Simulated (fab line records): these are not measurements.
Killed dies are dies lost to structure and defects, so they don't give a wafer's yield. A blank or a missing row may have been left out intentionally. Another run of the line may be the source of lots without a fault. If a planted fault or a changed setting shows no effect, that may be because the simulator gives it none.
One fault through the eyes of 2 desks | flow nand-harc | each desk holds nothing but its own numbers, with what lay behind them at the end

== FOR THE TOOL OWNER'S DESK: rie-diel-06 ==
The tool's own readings at NHARC_A_CONTACT_ETCH_106 (etches the open film in CF4/O2, target depth 90 nm, overetch 9 nm, time 49.5 s): means of the sampled wafers that have a number, for each lot that ran on this tool. The brackets show how far a lot's mean lies from the usual mean; more than 4 standard deviations puts the lot out of limits, marked OUT. Readings shown: 7 out of 8 (the first out of limits, and those lying furthest out on some lot).
Columns: A = drypump-motor-current-A at NHARC_A_CONTACT_ETCH_106, usual 5.8 A; B = mfc-ar-sccm at NHARC_A_CONTACT_ETCH_106, usual 0.012 sccm; C = oes-product-au at NHARC_A_CONTACT_ETCH_106, usual 1.000 a.u.; D = rf-vpp-V at NHARC_A_CONTACT_ETCH_106, usual 198.4 V; E = run-length-s at NHARC_A_CONTACT_ETCH_106, usual 70.9 s; F = showerhead-plenum-p-Torr at NHARC_A_CONTACT_ETCH_106, usual 1.37 Torr; G = throttle-valve-pct at NHARC_A_CONTACT_ETCH_106, usual 13.397 %
lot  | first seen here | A   | B     | C     | D     | E               | F    | G
L214 | day 22 15:05    | 5.7 | 0.000 | 0.990 | 197.9 | 71.0            | 1.31 | 13.395
L215 | day 22 17:52    | 5.4 | 0.000 | 1.007 | 197.3 | 70.6            | 1.33 | 13.394
L222 | day 27 01:19    | 5.6 | 0.000 | 1.002 | 195.4 | 67.5 (-8.6) OUT | 1.29 | 13.389
This desk finds L222 out of limits, L222 being first, at day 27 01:19 (run-length-s at NHARC_A_CONTACT_ETCH_106). Within limits: L214, L215.

== THE METROLOGY DESK ==
Means of the sampled wafers that have a number, per lot and without regard to the tool the lot ran on: this is what the gauges read. The brackets show how far a lot's mean lies from the usual mean; more than 4 standard deviations puts the lot out of limits, marked OUT.
Columns: A = cd-nm at NHARC_A_CONTACT_CD_MEAS_80, usual 289.3 nm
lot  | first seen here | A
L213 | day 22 07:30    | 290.4
L214 | day 22 14:47    | 290.1
L215 | day 22 17:34    | 290.9
L217 | day 24 01:00    | 289.9
L222 | day 27 00:57    | 289.6
L229 | day 29 06:15    | 288.5
L231 | day 29 20:49    | 289.6
L232 | day 30 00:00    | 289.0
L233 | day 30 12:22    | 288.6
L235 | day 31 01:06    | 289.8
L234 | day 31 01:34    | 288.9
This desk's finding: nothing out of limits on any of the 11 lots.

== BROUGHT TOGETHER ==
An alarm could have come from the tool owner's desk at day 27 01:19, on L222.
Metrology desk: nothing out of limits seen.
The metrology desk holds a record of L222, inside its limits.
Of the lots named, all ran NHARC_A_CONTACT_ETCH_106 on rie-diel-06.

== WHAT THE SIMULATOR HAD INSERTED ==
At NHARC_A_CONTACT_ETCH_106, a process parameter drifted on rie-diel-06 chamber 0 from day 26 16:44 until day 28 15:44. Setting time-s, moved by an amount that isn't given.
Struck lots among those shown: L222.
Each desk's first reading out of limits, in hours after the fault started: the tool owner's desk, 9.
